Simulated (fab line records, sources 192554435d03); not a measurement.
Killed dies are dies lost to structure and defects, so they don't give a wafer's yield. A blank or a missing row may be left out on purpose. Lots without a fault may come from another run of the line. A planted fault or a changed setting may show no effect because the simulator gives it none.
Split-lot experiment | flow n5_finfet | 7 lots, 21 wafers read, on a route of 1938 steps

THE SPLIT
At N5_PASSIVATION_PASS_ETCH_47 (etches SiNx in CF4/O2, target depth 770 nm, time 385 s), the setting time_s was moved away from the recipe's 385 s on 4 of the 21 wafers read, by +16.0% to +17.6%. The other wafers ran this setting at the recipe's value.

The reading is taken at the split's own step.

THE READING
etch.depth_nm (the simulator's own value, which no gauge read), in nm, at N5_PASSIVATION_PASS_ETCH_47 (etches SiNx in CF4/O2, target depth 770 nm, time 385 s). The file gives no usual value for it. The 17 wafers here that ran the recipe average 769.6 nm, standard deviation 11 nm.

wafer  | tool, chamber at the split | time_s as run, s | against the recipe | etch.depth_nm, nm | against lot-mates on the recipe
L080.4 | rie_diel-04, 2             | 385              | recipe             | 769               | -
L080.5 | rie_diel-04, 3             | 385              | recipe             | 777.7             | -
L080.6 | rie_diel-04, 0             | 385              | recipe             | 757.3             | -
L083.1 | rie_diel-01, 2             | 452.9            | +17.6%             | 905.8             | +139.4
L083.3 | rie_diel-01, 0             | 452.9            | +17.6%             | 908               | +141.6
L083.4 | rie_diel-01, 1             | 385              | recipe             | 766.4             | -
L082.1 | rie_diel-01, 2             | 385              | recipe             | 766.8             | -
L082.3 | rie_diel-01, 0             | 385              | recipe             | 772.7             | -
L082.4 | rie_diel-01, 3             | 385              | recipe             | 770.1             | -
L085.1 | rie_diel-02, 0             | 446.7            | +16.0%             | 918.6             | +167.6
L085.2 | rie_diel-02, 2             | 385              | recipe             | 751               | -
L085.3 | rie_diel-02, 1             | 446.7            | +16.0%             | 875               | +124.0
L087.3 | rie_diel-04, 1             | 385              | recipe             | 766.5             | -
L087.4 | rie_diel-04, 0             | 385              | recipe             | 767.9             | -
L087.6 | rie_diel-04, 1             | 385              | recipe             | 772.3             | -
L092.1 | rie_diel-01, 0             | 385              | recipe             | 770.3             | -
L092.4 | rie_diel-01, 3             | 385              | recipe             | 774.9             | -
L092.5 | rie_diel-01, 0             | 385              | recipe             | 772               | -
L093.1 | rie_diel-02, 0             | 385              | recipe             | 789.5             | -
L093.4 | rie_diel-02, 0             | 385              | recipe             | 791.7             | -
L093.6 | rie_diel-02, 1             | 385              | recipe             | 746.4             | -

THE FIT
A straight line over all 21 wafers: etch.depth_nm changes by +7.86 nm for each +1% of time_s; r = +0.97; the points scatter about the line by 13 nm.
The same after taking each lot's own level away (the mean of its wafers on the recipe; 21 wafers): +8.47 nm for each +1%; r = +0.98; scatter 12 nm.
On that fit, the largest move of time_s shifts the reading by 1.5e+02 nm.
The lots' own levels span 751.00 to 775.87 nm, that is 2.3 times the standard deviation above.
So the lot-to-lot level changes the slope little: the two slopes agree.
Check: with one of the wafers moved furthest among these (+17.6%) left out of the fit, the line predicts +153 nm for it against its lot-mates. It came out at +139 nm against them.

OTHER SPLITS ON THESE WAFERS
These wafers also went through other splits before the reading. Each is held against what the fit with the lots' levels taken away leaves over:
other split on the same wafers    | wafers away from the commonest value | r with etch.depth_nm (lot level and that fit taken away)
N5_BEOL_M12_EXPOSE_07 dose_mj     | 11                                   | +0.29
N5_BEOL_M13_COAT_66 spin_rpm      | 6                                    | +0.04
N5_BEOL_M13_DESCUM_33 time_s      | 4                                    | -0.01
N5_BEOL_M13_SPUTTER_43 time_s     | 7                                    | -0.06
N5_BEOL_M14_SPUTTER_43 power_w    | 7                                    | +0.19
N5_BEOL_M14_DEP_53 time_s         | 8                                    | +0.20
N5_BEOL_M15_CMP_49 down_force_psi | 11                                   | +0.19
N5_MIM_BOT_SPUTTER_00 time_s      | 6                                    | +0.13

THE FILE'S OWN FIT
etch.depth_nm changes by +8.48 nm for each +1% of time_s, r = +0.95.
